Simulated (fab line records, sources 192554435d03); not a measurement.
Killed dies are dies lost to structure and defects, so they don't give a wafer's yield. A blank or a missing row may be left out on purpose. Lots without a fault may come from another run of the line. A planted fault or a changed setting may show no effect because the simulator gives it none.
Chamber matching | flow n5_finfet | N5_BEOL_M1_VIA_ETCH_34 on rie_diel-01: 3 sister chambers
The step etches the open film in C4F6/O2, target depth 67.8 nm, time 64.4 s. 27 wafers are shown with their chamber, then 11 later ones without.

WAFERS WITH THEIR CHAMBER
wafer  | chamber | drypump_motor_current_A (A) | throttle_valve_pct (%) | showerhead_plenum_p_Torr (Torr)
L075.2 | 1       | 6.3                         | 30.65                  | 2.79
L075.3 | 2       | 5.2                         | 31.04                  | 2.78
L075.4 | 2       | 5.1                         | 31.05                  | 2.78
L074.2 | 1       | 6.3                         | 30.64                  | 2.79
L074.3 | 3       | 6.0                         | 30.70                  | 2.87
L074.5 | 3       | 6.0                         | 30.70                  | 2.87
L076.1 | 3       | 6.0                         | 30.71                  | 2.87
L076.2 | 1       | 6.4                         | 30.64                  | 2.79
L076.5 | 3       | 6.0                         | 30.71                  | 2.87
L081.1 | 1       | 6.3                         | 30.66                  | 2.78
L081.3 | 3       | 6.0                         | 30.73                  | 2.87
L081.6 | 1       | 6.3                         | 30.66                  | 2.78
L083.1 | 3       | 6.0                         | 30.72                  | 2.87
L083.2 | 1       | 6.3                         | 30.67                  | 2.78
L083.3 | 2       | 5.2                         | 31.04                  | 2.77
L083.4 | 3       | 6.0                         | 30.73                  | 2.87
L083.5 | 2       | 5.2                         | 31.05                  | 2.77
L083.6 | 1       | 6.3                         | 30.67                  | 2.78
L085.1 | 1       | 6.3                         | 30.66                  | 2.78
L085.2 | 2       | 5.2                         | 31.06                  | 2.77
L085.3 | 3       | 6.0                         | 30.72                  | 2.86
L088.1 | 1       | 6.4                         | 30.68                  | 2.77
L088.2 | 3       | 6.0                         | 30.72                  | 2.86
L088.3 | 2       | 5.2                         | 31.06                  | 2.77
L088.4 | 3       | 6.0                         | 30.73                  | 2.86
L088.5 | 1       | 6.4                         | 30.68                  | 2.77
L088.6 | 2       | 5.1                         | 31.08                  | 2.77

SIGNATURES (means of the wafers above)
reading                  | chamber 1 | chamber 2 | chamber 3 | scatter within a chamber
drypump_motor_current_A  | 6.330     | 5.171     | 6.000     | 0.0383
throttle_valve_pct       | 30.6610   | 31.0543   | 30.7170   | 0.0133
showerhead_plenum_p_Torr | 2.7810    | 2.7729    | 2.8670    | 0.00593
Rule: a wafer's distance from a chamber is the root of the sum, over the readings, of the square of ((its reading less the chamber's mean) divided by the reading's scatter). The wafer belongs to the nearest chamber; if the next one is less than 2 further off, it can't be placed. The scatter: the root of (the sum of the squares of (reading less its chamber's mean) over the shown wafers, divided by (wafers less chambers)).

WAFERS WITHOUT THEIR CHAMBER
wafer  | drypump_motor_current_A (A) | throttle_valve_pct (%) | showerhead_plenum_p_Torr (Torr)
L093.1 | 6.0                         | 30.76                  | 2.86
L093.2 | 5.1                         | 31.09                  | 2.76
L093.5 | 6.4                         | 30.69                  | 2.77
L094.1 | 5.2                         | 31.09                  | 2.76
L094.2 | 6.3                         | 30.68                  | 2.77
L094.4 | 6.0                         | 30.74                  | 2.86
L097.1 | 5.2                         | 31.08                  | 2.76
L097.3 | 6.0                         | 30.74                  | 2.85
L097.4 | 6.4                         | 30.70                  | 2.76
L097.5 | 6.3                         | 30.71                  | 2.76
L097.6 | 5.1                         | 31.10                  | 2.76

WHICH CHAMBER EACH WENT THROUGH
wafer  | from the rows above | in truth
L093.1 | 3                   | 3
L093.2 | 2                   | 2
L093.5 | 1                   | 1
L094.1 | 2                   | 2
L094.2 | 1                   | 1
L094.4 | 3                   | 3
L097.1 | 2                   | 2
L097.3 | 3                   | 3
L097.4 | 1                   | 1
L097.5 | 1                   | 1
L097.6 | 2                   | 2
Placed correctly: 11 of 11. Can't be placed from these rows: 0. Placed wrongly: 0.
